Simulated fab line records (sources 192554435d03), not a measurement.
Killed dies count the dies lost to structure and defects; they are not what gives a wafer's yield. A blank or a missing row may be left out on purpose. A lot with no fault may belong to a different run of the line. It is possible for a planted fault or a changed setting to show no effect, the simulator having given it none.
Matching of chambers + flow n5_finfet + rie_si-05 running N5_BEOL_M0_SAQP_MANDREL1_REMOVE_100: 4 sister chambers
The step chemistry HBr/Cl2/O2, target a-Si, stops on SiNx, bt time 10 s. 4 wafers are shown with their chamber, then 10 later ones without.

WAFERS WITH THEIR CHAMBER
| wafer  | chamber | throttle_valve_pct (%) |
|--------|---------|------------------------|
| L085.3 | 1       | 36.89                  |
| L088.5 | 2       | 37.18                  |
| L090.2 | 3       | 36.33                  |
| L090.4 | 0       | 36.79                  |

WAFERS MISSING THEIR CHAMBER
| wafer  | throttle_valve_pct (%) |
|--------|------------------------|
| L090.5 | 36.88                  |
| L091.1 | 36.32                  |
| L091.3 | 37.17                  |
| L091.4 | 36.80                  |
| L092.2 | 36.80                  |
| L092.3 | 36.88                  |
| L092.4 | 36.34                  |
| L095.1 | 36.79                  |
| L095.4 | 36.86                  |
| L095.6 | 37.17                  |

THE CHAMBER EACH PASSED THROUGH
| wafer  | from the rows above | in truth |
|--------|---------------------|----------|
| L090.5 | 1                   | 1        |
| L091.1 | 3                   | 3        |
| L091.3 | 2                   | 2        |
| L091.4 | 0                   | 0        |
| L092.2 | 0                   | 0        |
| L092.3 | 1                   | 1        |
| L092.4 | 3                   | 3        |
| L095.1 | 0                   | 0        |
| L095.4 | 1                   | 1        |
| L095.6 | 2                   | 2        |
Correctly placed: 10 of 10. From these rows, 0 cannot be placed. Wrongly placed: 0.
How it was worked out, from the rows above alone: a wafer's distance from a chamber is the root of the sum, over the readings, of the square of ((its reading less the chamber's mean) divided by the reading's scatter). The wafer belongs to the nearest chamber; if the next one is less than 2 further off, it can't be placed. The mean given for a chamber averages the wafers shown for that chamber. The scatter: root of mean squared gap, hidden wafer to nearest shown wafer, with one shown wafer a chamber.
